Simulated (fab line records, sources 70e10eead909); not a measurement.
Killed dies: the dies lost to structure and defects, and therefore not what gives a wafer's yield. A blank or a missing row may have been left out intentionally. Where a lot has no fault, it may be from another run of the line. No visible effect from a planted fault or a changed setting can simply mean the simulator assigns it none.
Chamber matching    flow nandHarc    NHARC_A_M1_DESCUM_14 on rieDiel-05: 4 sister chambers
The step chemistry O2, time 3 s. 24 wafers are shown with their chamber, then 12 later ones without.

== WAFERS, EACH WITH ITS CHAMBER ==
wafer   chamber  drypumpMotorCurrentA (A)  oesProductAu (a.u.)  throttleValvePct (%)
L077.2  2        5.9                       1.013                11.310
L077.4  0        6.1                       1.003                11.315
L077.6  2        5.9                       1.011                11.320
L076.1  2        5.9                       1.001                11.311
L076.2  3        5.4                       0.997                11.305
L076.4  1        6.1                       1.020                11.323
L075.2  1        6.2                       1.014                11.314
L075.3  2        5.9                       0.996                11.305
L075.5  1        6.2                       1.018                11.325
L081.1  2        5.9                       0.995                11.307
L081.5  1        6.2                       0.990                11.311
L081.6  0        6.1                       0.979                11.306
L086.2  0        6.1                       0.982                11.316
L086.3  1        6.2                       1.007                11.310
L086.6  0        6.1                       0.987                11.308
L087.3  1        6.1                       0.993                11.289
L087.5  2        5.9                       1.000                11.305
L087.6  1        6.1                       0.985                11.315
L089.2  2        5.9                       1.004                11.298
L089.3  1        6.2                       1.007                11.310
L089.6  0        6.1                       0.996                11.296
L092.1  1        6.1                       1.004                11.323
L092.2  0        6.1                       0.993                11.311
L092.6  0        6.1                       0.991                11.302

SIGNATURES, as means of the wafers listed above
reading               chamber 0  chamber 1  chamber 2  chamber 3  scatter within a chamber
drypumpMotorCurrentA  6.100      6.156      5.900      5.400      0.0333
oesProductAu          0.99014    1.00422    1.00286    0.99700    0.00987
throttleValvePct      11.30771   11.31333   11.30800   11.30500   0.00874
Rule: for a wafer and a chamber, the distance is found by dividing, reading by reading, the gap between the wafer's reading and the chamber's mean by the reading's scatter, squaring, summing and taking the root. If the next closest chamber is less than 2 further off than the closest, the wafer can't be placed; otherwise it belongs to the closest. The scatter is the square root of a quotient: the sum, over the shown wafers, of each reading's squared deviation from its chamber's mean, divided by wafers minus chambers.

== WAFERS WHOSE CHAMBER IS MISSING ==
wafer   drypumpMotorCurrentA (A)  oesProductAu (a.u.)  throttleValvePct (%)
L093.2  6.1                       0.995                11.317
L093.3  5.9                       1.000                11.313
L093.4  6.1                       1.004                11.315
L097.1  5.9                       0.983                11.318
L097.2  5.3                       1.003                11.318
L097.3  6.1                       0.987                11.303
L097.4  6.1                       0.991                11.295
L097.5  6.1                       0.984                11.310
L097.6  5.4                       1.007                11.306
L094.1  6.1                       0.989                11.316
L094.2  5.9                       0.984                11.323
L094.5  5.4                       1.009                11.312

== THE CHAMBER EACH PASSED THROUGH ==
wafer    from the rows above       in truth
L093.2   can't be placed: 0 or 1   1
L093.3   2                         2
L093.4   can't be placed: 0 or 1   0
L097.1   2                         2
L097.2   3                         3
L097.3   0                         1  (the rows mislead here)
L097.4   can't be placed: 0 or 1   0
L097.5   can't be placed: 0 or 1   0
L097.6   3                         3
L094.1   can't be placed: 0 or 1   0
L094.2   2                         2
L094.5   3                         3
Correct placement for 6 of the 12. Cannot be placed on the basis of these rows: 5; the candidates contain the true chamber in 5. 1 placed wrongly.
